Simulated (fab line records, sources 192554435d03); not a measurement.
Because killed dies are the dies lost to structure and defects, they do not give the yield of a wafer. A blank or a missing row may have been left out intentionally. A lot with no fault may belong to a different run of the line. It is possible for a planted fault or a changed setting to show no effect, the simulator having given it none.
Split-lot experiment | flow n5 finfet | route with 1938 steps; 7 lots, 21 wafers read

== ON THE SPLIT ==
At N5_DUMMY_GATE_ETCH_37 (etches SOC in N2/H2, target depth 60 nm, overetch 30 nm), the setting source w was moved away from the recipe's 840 W on 6 of the 21 wafers read, by -16.1% to +7.4%. This setting was run at the recipe's value on the other wafers.

The reading is taken at the split's own step.

== THE READING ==
rf vpp V, in V, at N5_DUMMY_GATE_ETCH_37 (etches SOC in N2/H2, target depth 60 nm, overetch 30 nm). Typical for fault-free wafers on this fab line: 523.9 V, with standard deviation 2.3 V.

wafer  | tool, chamber at the split | source w as run, W | against the recipe | rf vpp V, V | against lot-mates on the recipe
L075.1 | rie diel-04, 3             | 840                | recipe             | 523.3       | -
L075.2 | rie diel-04, 1             | 840                | recipe             | 524.7       | -
L075.6 | rie diel-04, 3             | 840                | recipe             | 523.5       | -
L076.2 | rie diel-04, 3             | 749.7              | -10.7%             | 543.3       | +18.2
L076.4 | rie diel-04, 1             | 840                | recipe             | 524.3       | -
L076.5 | rie diel-04, 3             | 840                | recipe             | 525.9       | -
L079.1 | rie diel-04, 3             | 840                | recipe             | 523.6       | -
L079.3 | rie diel-04, 2             | 840                | recipe             | 521.8       | -
L079.6 | rie diel-04, 3             | 840                | recipe             | 523.1       | -
L081.2 | rie diel-04, 3             | 762                | -9.3%              | 542.0       | +17.7
L081.3 | rie diel-04, 1             | 762                | -9.3%              | 539.4       | +15.1
L081.5 | rie diel-04, 3             | 840                | recipe             | 524.3       | -
L088.3 | rie diel-03, 2             | 840                | recipe             | 521.5       | -
L088.5 | rie diel-03, 2             | 840                | recipe             | 522.2       | -
L088.6 | rie diel-03, 1             | 901.9              | +7.4%              | 512.4       | -9.5
L089.1 | rie diel-03, 1             | 840                | recipe             | 525.4       | -
L089.4 | rie diel-03, 1             | 840                | recipe             | 526.3       | -
L089.6 | rie diel-03, 0             | 704.5              | -16.1%             | 551.2       | +25.4
L093.1 | rie diel-04, 1             | 840                | recipe             | 522.1       | -
L093.3 | rie diel-04, 3             | 775.6              | -7.7%              | 538.0       | +14.2
L093.4 | rie diel-04, 0             | 840                | recipe             | 525.5       | -

FIT RESULTS
A straight line over all 21 wafers: rf vpp V changes by -1.74 V for each +1% of source w; r = -0.99; the points scatter about the line by 1.5 V.
The same after taking each lot's own level away (the mean of its wafers on the recipe; 21 wafers): -1.62 V for each +1%; r = -0.99; scatter 1.2 V.
That fit puts the effect of the largest move of source w on the reading at 26 V.
From 521.85 to 525.85 V: that is the span of the lots' own levels, equal to 1.7 times the standard deviation above.
Hence the lot-to-lot level has little effect on the slope; both slopes agree.
Check: for one of the wafers moved furthest among these (-16.1%), held out of the fit, the line's prediction against its lot-mates is +27.2 V. It came out at +25.4 V against them.
Tool readings at the split's step, against how far the setting was moved: rf vpp V r = -0.99.

== THE WHOLE CHAIN: every reading that the file lists as answering this split, in the file's order ==
step                  | what it does                                            | reading                                                                             | change (the file's fit)                | r (the file's)
N5_DUMMY_GATE_ETCH_37 | etches SOC in N2/H2, target depth 60 nm, overetch 30 nm | rf vpp V                                                                            | -1.63 V for each +1% of the setting    | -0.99
N5_DUMMY_GATE_ETCH_37 | etches SOC in N2/H2, target depth 60 nm, overetch 30 nm | SiARC_of_DUMMY_GATE_COAT_35.thk nm (the simulator's own value, which no gauge read) | -0.0353 nm for each +1% of the setting | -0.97

== FILE'S OWN FIT ==
rf vpp V changes by -1.63 V for each +1% of source w, r = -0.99.
